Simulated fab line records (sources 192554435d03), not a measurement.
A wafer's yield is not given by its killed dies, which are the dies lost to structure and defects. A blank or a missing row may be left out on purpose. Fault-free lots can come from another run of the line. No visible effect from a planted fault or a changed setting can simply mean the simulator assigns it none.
Matching of chambers :: flow n5Finfet :: 4 sister chambers for N5_GATE_CUT_ETCH_58 on rieDiel-02
The step etches SiNx in CH3F/O2, target depth 17 nm, time 128.6 s. 16 wafers are shown with their chamber, then 8 later ones without.

## WAFERS WITH THEIR CHAMBER
wafer: L074.2
chamber: 3
showerheadPlenumPTorr (Torr): 2.09
throttleValvePct (%): 16.56
drypumpMotorCurrentA (A): 6.0

wafer: L074.3
chamber: 0
showerheadPlenumPTorr (Torr): 1.86
throttleValvePct (%): 16.53
drypumpMotorCurrentA (A): 5.7

wafer: L074.4
chamber: 2
showerheadPlenumPTorr (Torr): 1.95
throttleValvePct (%): 16.20
drypumpMotorCurrentA (A): 5.7

wafer: L077.3
chamber: 1
showerheadPlenumPTorr (Torr): 1.99
throttleValvePct (%): 16.78
drypumpMotorCurrentA (A): 5.4

wafer: L077.5
chamber: 2
showerheadPlenumPTorr (Torr): 1.95
throttleValvePct (%): 16.22
drypumpMotorCurrentA (A): 5.6

wafer: L077.6
chamber: 1
showerheadPlenumPTorr (Torr): 1.99
throttleValvePct (%): 16.77
drypumpMotorCurrentA (A): 5.4

wafer: L078.2
chamber: 2
showerheadPlenumPTorr (Torr): 1.95
throttleValvePct (%): 16.21
drypumpMotorCurrentA (A): 5.7

wafer: L078.3
chamber: 1
showerheadPlenumPTorr (Torr): 1.99
throttleValvePct (%): 16.77
drypumpMotorCurrentA (A): 5.5

wafer: L078.4
chamber: 3
showerheadPlenumPTorr (Torr): 2.09
throttleValvePct (%): 16.60
drypumpMotorCurrentA (A): 6.0

wafer: L082.1
chamber: 1
showerheadPlenumPTorr (Torr): 1.99
throttleValvePct (%): 16.77
drypumpMotorCurrentA (A): 5.5

wafer: L082.3
chamber: 2
showerheadPlenumPTorr (Torr): 1.94
throttleValvePct (%): 16.23
drypumpMotorCurrentA (A): 5.6

wafer: L082.4
chamber: 0
showerheadPlenumPTorr (Torr): 1.86
throttleValvePct (%): 16.57
drypumpMotorCurrentA (A): 5.7

wafer: L084.2
chamber: 2
showerheadPlenumPTorr (Torr): 1.94
throttleValvePct (%): 16.24
drypumpMotorCurrentA (A): 5.7

wafer: L084.3
chamber: 0
showerheadPlenumPTorr (Torr): 1.86
throttleValvePct (%): 16.57
drypumpMotorCurrentA (A): 5.7

wafer: L084.6
chamber: 3
showerheadPlenumPTorr (Torr): 2.08
throttleValvePct (%): 16.60
drypumpMotorCurrentA (A): 6.0

wafer: L091.2
chamber: 0
showerheadPlenumPTorr (Torr): 1.85
throttleValvePct (%): 16.60
drypumpMotorCurrentA (A): 5.7

SIGNATURES (averages over the wafers above)
reading: showerheadPlenumPTorr
chamber 0: 1.8575
chamber 1: 1.9900
chamber 2: 1.9460
chamber 3: 2.0867
scatter within a chamber: 0.00467

reading: throttleValvePct
chamber 0: 16.5675
chamber 1: 16.7725
chamber 2: 16.2200
chamber 3: 16.5867
scatter within a chamber: 0.0196

reading: drypumpMotorCurrentA
chamber 0: 5.700
chamber 1: 5.450
chamber 2: 5.660
chamber 3: 6.000
scatter within a chamber: 0.0428
Rule: a wafer lies at a distance from a chamber equal to the root of the sum of squares, over the readings, of (its reading less the chamber's mean, divided by the reading's scatter). If the next closest chamber is less than 2 further off than the closest, the wafer can't be placed; otherwise it belongs to the closest. How the scatter is found: for the shown wafers, subtract from each reading the mean of its chamber, square and add these, divide the total by (wafers less chambers), then take the root.

## WAFERS WITHOUT THEIR CHAMBER
wafer: L091.5
showerheadPlenumPTorr (Torr): 1.94
throttleValvePct (%): 16.25
drypumpMotorCurrentA (A): 5.7

wafer: L091.6
showerheadPlenumPTorr (Torr): 1.98
throttleValvePct (%): 16.83
drypumpMotorCurrentA (A): 5.5

wafer: L093.2
showerheadPlenumPTorr (Torr): 1.94
throttleValvePct (%): 16.26
drypumpMotorCurrentA (A): 5.6

wafer: L093.3
showerheadPlenumPTorr (Torr): 1.98
throttleValvePct (%): 16.82
drypumpMotorCurrentA (A): 5.5

wafer: L093.4
showerheadPlenumPTorr (Torr): 2.08
throttleValvePct (%): 16.11
drypumpMotorCurrentA (A): 6.0

wafer: L094.3
showerheadPlenumPTorr (Torr): 1.85
throttleValvePct (%): 16.60
drypumpMotorCurrentA (A): 5.7

wafer: L094.4
showerheadPlenumPTorr (Torr): 1.94
throttleValvePct (%): 16.26
drypumpMotorCurrentA (A): 5.7

wafer: L094.6
showerheadPlenumPTorr (Torr): 1.98
throttleValvePct (%): 16.83
drypumpMotorCurrentA (A): 5.5

## EACH ONE'S CHAMBER
wafer: L091.5
from the rows above: 2
in truth: 2

wafer: L091.6
from the rows above: 1
in truth: 1

wafer: L093.2
from the rows above: 2
in truth: 2

wafer: L093.3
from the rows above: 1
in truth: 1

wafer: L093.4
from the rows above: 3
in truth: 3

wafer: L094.3
from the rows above: 0
in truth: 0

wafer: L094.4
from the rows above: 2
in truth: 2

wafer: L094.6
from the rows above: 1
in truth: 1
Correct placement for 8 of the 8. From these rows, 0 cannot be placed. 0 placed wrongly.
